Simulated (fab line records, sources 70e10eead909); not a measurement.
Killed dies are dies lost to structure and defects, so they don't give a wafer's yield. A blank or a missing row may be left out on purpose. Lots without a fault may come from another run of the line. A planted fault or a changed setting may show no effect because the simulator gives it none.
A struck lot beside a sound one | flow nand_harc | 15 steps out of a route of 1302
Sound: wafers L585.1, L585.5, L585.6. Struck: wafer L578.6. (L578.2, L578.5 of the same lot were not struck and are left out.) The cause comes at the end.
At each step with rows: each side's tool, then ch and its chambers, then its first start. Under that, the readings that differ: sound wafers | struck wafers | difference of the means | sigmas: that difference in standard deviations of wafers without a fault.
alike: readings whose means differ by less than 2 such deviations, and words and numbers that are the same on both sides. not compared: withheld readings, readings that some wafer has no value for, bounds like >300 that may hide the same value, and numbers for which the record gives no deviation and whose values overlap.
The two part at a step that has a row with sigmas, a row that says differs or no value, or rows on one side only. Numbers that don't overlap but have no deviation are shown without sigmas and don't part them. A reading that every wafer of one side lacks parts them only if that side has two wafers or more.

first, 5 steps without rows for these wafers: NHARC_A_CHANNEL_HOLE_D1_SOFTBAKE_05 (time 55 s); NHARC_A_CHANNEL_HOLE_D1_EBR_06; NHARC_A_CHANNEL_HOLE_D1_EXPOSE_07 (exposes mask HOLE D1, target cd 100 nm); NHARC_A_CHANNEL_HOLE_D1_PEB_08 (peb time 65 s); NHARC_A_CHANNEL_HOLE_D1_DEVELOP_09 (develop time 35 s).
NHARC_A_CHANNEL_HOLE_D1_CD_MEAS_10: target cd 100 nm.
  sound on cd_sem-03 ch 0, day 15 23:07; struck on cd_sem-01 ch 0, day 12 22:25
  alike: cd_nm
NHARC_A_CHANNEL_HOLE_D1_OVL_MEAS_11:
  sound on overlay-02, day 15 23:13; struck on overlay-02, day 12 22:31
  alike: overlay_x_nm, overlay_y_nm
NHARC_A_CHANNEL_HOLE_D1_INSPECT_12:
  sound on defect_inspect-02, day 15 23:15; struck on defect_inspect-01, day 12 22:33
  alike: raw_defect_count
NHARC_A_CHANNEL_HOLE_D1_DESCUM_15: chemistry O2, time 3 s.
  sound on rie_diel-07 ch 0,3, day 15 23:19; struck on rie_diel-07 ch 0, day 12 22:37
  reading               | sound             | struck | difference | sigmas
  oes_product_au (a.u.) | 1.012 1.002 1.011 | 0.990  | -0.018     | -2
  alike: drypump_motor_current_A, rf_vpp_V, showerhead_plenum_p_Torr, throttle_valve_pct
  not compared: rf_hours_counter_h
NHARC_A_CHANNEL_HOLE_D1_ETCH_38: etches the open film in CF4, target depth 39 nm, time 65 s.
  sound on rie_diel-07 ch 2,3, day 15 23:23; struck on rie_diel-07 ch 0, day 12 22:43
  reading               | sound             | struck | difference | sigmas
  oes_product_au (a.u.) | 1.002 1.023 1.017 | 0.993  | -0.021     | -3
  alike: drypump_motor_current_A, rf_vpp_V, showerhead_plenum_p_Torr, throttle_valve_pct
  not compared: rf_hours_counter_h
NHARC_A_CHANNEL_HOLE_D1_ETCH_39: etches the open film in N2/H2, target depth 260 nm, time 325 s.
  sound on rie_diel-07 ch 0,1,3; struck on rie_diel-07 ch 3
  alike: drypump_motor_current_A, oes_product_au, rf_vpp_V, showerhead_plenum_p_Torr, throttle_valve_pct
  not compared: rf_hours_counter_h
NHARC_A_CHANNEL_HOLE_D1_ETCH_34: etches the open film in CF4/CHF3, target depth 154 nm, time 77 s.
  sound on rie_diel-07 ch 1,2; struck on rie_diel-07 ch 2
  alike: drypump_motor_current_A, oes_product_au, rf_vpp_V, showerhead_plenum_p_Torr, throttle_valve_pct
  not compared: rf_hours_counter_h
NHARC_A_CHANNEL_HOLE_D1_ETCH_16: etches the open film in O2/COS, target depth 3100 nm, time 806 s.
  sound on rie_diel-07 ch 2,3, day 15 23:50; struck on rie_diel-07 ch 0, day 12 23:15
  reading               | sound             | struck | difference | sigmas
  oes_product_au (a.u.) | 1.012 0.997 1.021 | 0.853  | -0.157     | -18
  alike: drypump_motor_current_A, rf_vpp_V, showerhead_plenum_p_Torr, throttle_valve_pct
  not compared: rf_hours_counter_h
NHARC_A_CHANNEL_HOLE_D1_CD_MEAS_18:
  sound on cd_sem-01, day 16 00:25; struck on cd_sem-01, day 12 23:43
  alike: cd_nm
-- the record jumps here: 16 days lie between the struck wafers' starts before and after (it left off in module A_CHANNEL_HOLE_D1 and takes up again in module END, whose first step shown is number 1302 of the route) --
NHARC_END_SORT_01:
  the record has rows for the struck wafers here (prober-02 ch 0, day 29 00:05) and none for the sound ones

WHERE THEY PART
First at NHARC_A_CHANNEL_HOLE_D1_DESCUM_15; last, within this record, at NHARC_END_SORT_01.

WHY: what the simulator had put in
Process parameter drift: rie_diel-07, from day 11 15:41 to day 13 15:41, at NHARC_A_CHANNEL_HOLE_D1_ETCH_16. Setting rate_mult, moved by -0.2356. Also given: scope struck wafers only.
